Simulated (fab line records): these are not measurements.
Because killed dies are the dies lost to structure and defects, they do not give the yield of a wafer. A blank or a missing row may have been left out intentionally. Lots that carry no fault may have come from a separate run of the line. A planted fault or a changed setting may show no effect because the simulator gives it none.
Chamber matching ; flow n5_finfet ; N5_HKMG_FIN_ALD_75 on ald_hk-01: 4 sister chambers
The step deposits Al2O3, target thk 1 nm, co reactant pulse time 1 s. 4 wafers are shown with their chamber, then 7 later ones without.

EACH WAFER AND ITS CHAMBER
wafer;chamber;heater_power_w (W)
L074.6;2;154
L082.2;0;156
L084.4;1;152
L084.5;3;143

WAFERS WHOSE CHAMBER IS MISSING
wafer;heater_power_w (W)
L084.6;152
L086.1;155
L086.2;153
L086.6;155
L091.1;159
L091.2;157
L091.6;155

WHICH CHAMBER EACH ONE RAN IN
wafer;from the rows above;in truth
L084.6;can't be placed: 1 or 2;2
L086.1;can't be placed: 0 or 2 or 1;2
L086.2;can't be placed: 1 or 2 or 0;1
L086.6;can't be placed: 0 or 2 or 1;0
L091.1;can't be placed: 0 or 2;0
L091.2;can't be placed: 0 or 2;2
L091.6;can't be placed: 0 or 2 or 1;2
Correctly placed: 0 of 7. Cannot be placed on the basis of these rows: 7; the candidates contain the true chamber in 7. Wrongly placed: 0.
How it was worked out, from the rows above alone: a wafer's distance from a chamber is the root of the sum, over the readings, of the square of ((its reading less the chamber's mean) divided by the reading's scatter). If the next closest chamber is less than 2 further off than the closest, the wafer can't be placed; otherwise it belongs to the closest. The mean given for a chamber averages the wafers shown for that chamber. The scatter (one wafer shown for each chamber): square how far every hidden wafer sits from the nearest shown wafer, average those squares and take the square root.
